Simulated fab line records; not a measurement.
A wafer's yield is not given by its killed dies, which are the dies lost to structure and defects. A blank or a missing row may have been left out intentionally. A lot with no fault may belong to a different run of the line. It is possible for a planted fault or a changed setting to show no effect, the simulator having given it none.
Chamber matching -- flow nand harc -- NHARC_P_CONTACT_ALD_22 on ald metal-03 has 4 sister chambers
The step deposits TiN, target thk 3 nm, pulse time 1 s, ald cycles 150. 24 wafers are shown with their chamber, then 12 later ones without.

## EACH WAFER AND ITS CHAMBER
wafer,chamber,heater power w (W),precursor pulse height rel
L076.3,2,1000,0.990
L076.5,2,993,1.034
L076.6,3,988,1.021
L076.1,1,1116,0.995
L076.2,3,979,1.031
L076.4,0,1080,1.003
L079.2,2,1020,0.980
L079.3,0,1068,1.042
L079.4,1,1084,1.011
L079.1,3,997,1.028
L079.5,1,1148,0.987
L079.6,0,1066,1.022
L082.2,2,978,1.026
L082.3,0,1111,0.994
L082.6,2,988,1.008
L082.1,3,1001,0.996
L082.4,1,1094,0.996
L082.5,3,983,0.981
L086.2,1,1086,0.967
L086.5,1,1058,1.013
L086.6,0,1123,0.964
L088.1,2,993,1.009
L088.2,1,1052,1.015
L088.4,3,1009,0.985

SIGNATURES (averages over the wafers above)
reading,chamber 0,chamber 1,chamber 2,chamber 3,scatter within a chamber
heater power w,1089.60,1091.14,995.33,992.83,23.4
precursor pulse height rel,1.00500,0.99771,1.00783,1.00700,0.0222
Rule: for each reading, subtract the chamber's mean from the wafer's reading, divide by that reading's scatter and square the result; add these up over the readings and take the root, which gives the wafer's distance from the chamber. If the next closest chamber is less than 2 further off than the closest, the wafer can't be placed; otherwise it belongs to the closest. The scatter is the square root of a quotient: the sum, over the shown wafers, of each reading's squared deviation from its chamber's mean, divided by wafers minus chambers.

## WAFERS WITH NO CHAMBER GIVEN
wafer,heater power w (W),precursor pulse height rel
L089.2,1090,0.999
L089.4,1084,0.981
L089.5,1010,1.015
L096.1,1010,0.967
L096.4,1111,0.984
L096.6,993,0.992
L097.1,1061,0.963
L097.2,1008,1.010
L097.3,1124,0.995
L097.4,983,0.982
L097.5,1116,0.994
L097.6,1075,0.969

## EACH ONE'S CHAMBER
wafer,from the rows above,in truth
L089.2,can't be placed: 1 or 0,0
L089.4,can't be placed: 1 or 0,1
L089.5,can't be placed: 2 or 3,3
L096.1,can't be placed: 2 or 3 or 1 or 0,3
L096.4,can't be placed: 1 or 0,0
L096.6,can't be placed: 3 or 2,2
L097.1,can't be placed: 1 or 0 or 2 or 3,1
L097.2,can't be placed: 2 or 3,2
L097.3,can't be placed: 1 or 0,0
L097.4,can't be placed: 3 or 2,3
L097.5,can't be placed: 1 or 0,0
L097.6,can't be placed: 1 or 0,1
Correctly placed: 0 of 12. From these rows, 12 cannot be placed; in 12 the true chamber is one of the candidates. Number placed wrongly: 0.
